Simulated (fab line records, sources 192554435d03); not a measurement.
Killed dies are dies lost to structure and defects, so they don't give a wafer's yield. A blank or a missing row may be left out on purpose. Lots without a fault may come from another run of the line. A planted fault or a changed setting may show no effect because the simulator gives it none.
Chamber matching | flow n5_finfet | N5_BEOL_M13_ETCH_68 on rie_diel-03: 4 sister chambers
The step etches SOC in N2/H2, time 355 s. 30 wafers are shown with their chamber, then 12 later ones without.

WAFERS WITH THEIR CHAMBER
wafer  | chamber | showerhead_plenum_p_Torr (Torr) | throttle_valve_pct (%) | drypump_motor_current_A (A)
L078.1 | 1       | 2.64                            | 17.86                  | 6.1
L078.3 | 3       | 2.59                            | 17.61                  | 6.3
L078.5 | 0       | 2.44                            | 17.50                  | 6.2
L080.1 | 3       | 2.58                            | 17.62                  | 6.2
L080.4 | 3       | 2.58                            | 17.62                  | 6.2
L080.6 | 0       | 2.44                            | 17.52                  | 6.2
L081.1 | 3       | 2.58                            | 17.62                  | 6.3
L081.2 | 2       | 2.54                            | 17.86                  | 5.5
L081.3 | 0       | 2.44                            | 17.52                  | 6.2
L081.4 | 1       | 2.64                            | 17.87                  | 6.1
L081.5 | 0       | 2.44                            | 17.52                  | 6.2
L081.6 | 3       | 2.58                            | 17.63                  | 6.2
L082.2 | 0       | 2.43                            | 17.52                  | 6.2
L082.3 | 3       | 2.58                            | 17.61                  | 6.2
L082.6 | 0       | 2.43                            | 17.52                  | 6.2
L084.1 | 0       | 2.43                            | 17.54                  | 6.2
L084.2 | 3       | 2.58                            | 17.65                  | 6.2
L084.3 | 2       | 2.53                            | 17.87                  | 5.4
L084.4 | 1       | 2.64                            | 17.89                  | 6.2
L084.5 | 3       | 2.58                            | 17.64                  | 6.3
L084.6 | 2       | 2.53                            | 17.84                  | 5.5
L085.2 | 2       | 2.53                            | 17.86                  | 5.5
L085.3 | 3       | 2.58                            | 17.62                  | 6.2
L085.4 | 0       | 2.43                            | 17.51                  | 6.2
L088.1 | 0       | 2.43                            | 17.54                  | 6.2
L088.3 | 3       | 2.58                            | 17.64                  | 6.2
L088.4 | 2       | 2.53                            | 17.87                  | 5.5
L092.1 | 0       | 2.43                            | 17.55                  | 6.1
L092.4 | 1       | 2.63                            | 17.92                  | 6.2
L092.6 | 1       | 2.63                            | 17.92                  | 6.2

SIGNATURES (means of the wafers above)
reading                  | chamber 0 | chamber 1 | chamber 2 | chamber 3 | scatter within a chamber
showerhead_plenum_p_Torr | 2.4340    | 2.6360    | 2.5320    | 2.5810    | 0.00451
throttle_valve_pct       | 17.5240   | 17.8920   | 17.8600   | 17.6260   | 0.0168
drypump_motor_current_A  | 6.190     | 6.160     | 5.480     | 6.230     | 0.0439
Rule: a wafer's distance from a chamber is the root of the sum, over the readings, of the square of ((its reading less the chamber's mean) divided by the reading's scatter). The wafer belongs to the nearest chamber; if the next one is less than 2 further off, it can't be placed. The scatter: the root of (the sum of the squares of (reading less its chamber's mean) over the shown wafers, divided by (wafers less chambers)).

WAFERS WITHOUT THEIR CHAMBER
wafer  | showerhead_plenum_p_Torr (Torr) | throttle_valve_pct (%) | drypump_motor_current_A (A)
L094.1 | 2.53                            | 17.89                  | 5.5
L094.2 | 2.63                            | 17.92                  | 6.1
L094.6 | 2.53                            | 17.90                  | 5.5
L097.1 | 2.53                            | 17.91                  | 5.4
L097.2 | 2.57                            | 17.68                  | 6.3
L097.5 | 2.52                            | 17.91                  | 5.5
L093.1 | 2.52                            | 17.90                  | 5.5
L093.2 | 2.63                            | 17.91                  | 6.2
L093.3 | 2.57                            | 17.67                  | 6.3
L093.4 | 2.63                            | 17.91                  | 6.2
L093.5 | 2.57                            | 17.67                  | 6.3
L093.6 | 2.52                            | 17.91                  | 5.5

WHICH CHAMBER EACH WENT THROUGH
wafer  | from the rows above | in truth
L094.1 | 2                   | 2
L094.2 | 1                   | 1
L094.6 | 2                   | 2
L097.1 | 2                   | 2
L097.2 | 3                   | 3
L097.5 | 2                   | 2
L093.1 | 2                   | 2
L093.2 | 1                   | 1
L093.3 | 3                   | 3
L093.4 | 1                   | 1
L093.5 | 3                   | 3
L093.6 | 2                   | 2
Placed correctly: 12 of 12. Can't be placed from these rows: 0. Placed wrongly: 0.
